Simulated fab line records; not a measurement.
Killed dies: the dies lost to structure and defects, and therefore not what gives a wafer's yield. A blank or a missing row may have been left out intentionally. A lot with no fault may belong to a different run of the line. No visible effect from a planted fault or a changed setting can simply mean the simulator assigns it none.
Which tool was responsible? + flow n5-finfet + Sampling: 13 lots, 34 wafers, 3 of 1938 route steps

== WHAT THE GAUGES SHOWED, per wafer ==
N5_SD_EPI_P_INSPECT_26: inspects for defects (darkfield). Usual: 173 for raw-defect-count, sd 39.
| lot  | measured    | on                | raw-defect-count | flag |
|------|-------------|-------------------|------------------|------|
| L237 | day 3 16:17 | defect-inspect-01 | 133 138 166      |      |
| L239 | day 4 04:46 | defect-inspect-01 | 155 205 179      |      |
| L240 | day 4 09:39 | defect-inspect-02 | 141 168          |      |
| L241 | day 4 15:31 | defect-inspect-01 | 137 111          |      |
| L242 | day 4 20:34 | defect-inspect-01 | 216 130          |      |
| L243 | day 5 07:51 | defect-inspect-01 | 146 175          |      |
| L244 | day 5 14:17 | defect-inspect-02 | 139 193 147      |      |
| L248 | day 6 09:25 | defect-inspect-02 | 150 219          |      |
| L249 | day 6 16:55 | defect-inspect-02 | 870 895 866      | OFF  |
| L250 | day 6 21:35 | defect-inspect-01 | 954 924 935      | OFF  |
| L256 | day 8 10:01 | defect-inspect-02 | 194 185 166      |      |
| L258 | day 8 21:10 | defect-inspect-01 | 203 196 221      |      |
| L259 | day 9 07:15 | defect-inspect-01 | 157 144 192      |      |

== EACH LOT AND THE TOOL THAT RAN IT (in order: tool; ch and the chambers of the sampled wafers; start) ==
| lot  | N5_SD_EPI_P_STRIP_40                | N5_SD_EPI_P_PRECLEAN_32            |
|------|-------------------------------------|------------------------------------|
| L237 | plasma-asher-02 ch 0,1, day 3 13:25 | wet-bench-03 ch 1,3,4, day 3 16:14 |
| L239 | plasma-asher-02 ch 0,1, day 4 01:54 | wet-bench-06 ch 2,3,6, day 4 04:43 |
| L240 | plasma-asher-02 ch 0,1, day 4 06:45 | wet-bench-06 ch 2,5, day 4 09:36   |
| L241 | plasma-asher-01 ch 1, day 4 12:37   | wet-bench-01 ch 3,4, day 4 15:27   |
| L242 | plasma-asher-02 ch 1, day 4 17:41   | wet-bench-01 ch 3,5, day 4 20:31   |
| L243 | plasma-asher-02 ch 0, day 5 04:59   | wet-bench-01 ch 6,7, day 5 07:47   |
| L244 | plasma-asher-01 ch 0,1, day 5 10:33 | wet-bench-03 ch 0,3,5, day 5 14:13 |
| L248 | plasma-asher-02 ch 0,1, day 6 05:41 | wet-bench-01 ch 6,7, day 6 09:22   |
| L249 | plasma-asher-02 ch 0,1, day 6 13:11 | wet-bench-03 ch 0,4,6, day 6 16:51 |
| L250 | plasma-asher-01 ch 0,1, day 6 17:51 | wet-bench-03 ch 1,4,5, day 6 21:32 |
| L256 | plasma-asher-02 ch 0,1, day 8 07:07 | wet-bench-01 ch 1,3,4, day 8 09:57 |
| L258 | plasma-asher-02 ch 0,1, day 8 17:28 | wet-bench-01 ch 4,5,6, day 8 21:07 |
| L259 | plasma-asher-01 ch 0,1, day 9 03:32 | wet-bench-06 ch 2,5,6, day 9 07:12 |
- N5_SD_EPI_P_STRIP_40: strips in N2/H2.
- N5_SD_EPI_P_PRECLEAN_32: cleans in dHF, time 10 s.

== WHAT THE TOOLS THEMSELVES READ (means of the sampled wafers that have a number; where no wafer has one, the mark that the record gives instead) ==
N5_SD_EPI_P_STRIP_40. Usual: drypump-motor-current-A 5.6 A, standard deviation 0.32; heater-power-w 328 W, standard deviation 11; oes-product-au 0.761 a.u., standard deviation 0.011.
| lot  | tool            | drypump-motor-current-A (A) | heater-power-w (W) | oes-product-au (a.u.) | flag |
|------|-----------------|-----------------------------|--------------------|-----------------------|------|
| L237 | plasma-asher-02 | 5.4                         | 329                | 0.760                 |      |
| L239 | plasma-asher-02 | 5.4                         | 326                | 0.748                 |      |
| L240 | plasma-asher-02 | 5.4                         | 334                | 0.761                 |      |
| L241 | plasma-asher-01 | 5.7                         | 322                | 0.754                 |      |
| L242 | plasma-asher-02 | 5.5                         | 318                | 0.756                 |      |
| L243 | plasma-asher-02 | 5.3                         | 344                | 0.756                 |      |
| L244 | plasma-asher-01 | 6.0                         | 322                | 0.762                 |      |
| L248 | plasma-asher-02 | 5.4                         | 330                | 0.754                 |      |
| L249 | plasma-asher-02 | 5.4                         | 333                | 0.775                 |      |
| L250 | plasma-asher-01 | 5.9                         | 322                | 0.755                 |      |
| L256 | plasma-asher-02 | 5.5                         | 326                | 0.760                 |      |
| L258 | plasma-asher-02 | 5.4                         | 330                | 0.766                 |      |
| L259 | plasma-asher-01 | 6.0                         | 327                | 0.759                 |      |

== THE ANSWER, worked out from the rows above alone ==
Rule: a lot counts as off when the mean over its wafers that have a number is more than 3 standard deviations away from the usual mean. Also off: a lot with no number at a reading for which 4 or more lots have one. The other lots that the step has rows for count as sound. After the gauges, taken in route order, come the tools' own readings; for these a lot's mean is taken, as printed above. At the first step where some lot is off, the reading lying furthest off is the one used; lots without a number count as furthest.
Off, at N5_SD_EPI_P_INSPECT_26 on raw-defect-count: L249, L250.
If a tool, at a process step before that reading, ran all the lots that are off and no sound lot after the first of them, it fits. The gauges at N5_SD_EPI_P_INSPECT_26 are tried like those tools. One fits: N5_SD_EPI_P_PRECLEAN_32 on wet-bench-03. A fault onset in the window from L244 (day 5 14:13, its last sound lot) to L249 (day 6 16:51, its first lot off) fits.

== WHAT THE SIMULATOR PUT IN ==
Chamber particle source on wet-bench-03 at N5_SD_EPI_P_PRECLEAN_32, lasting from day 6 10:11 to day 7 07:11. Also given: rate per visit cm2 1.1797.
Lots struck among those shown: L249, L250. The rule above found the same.
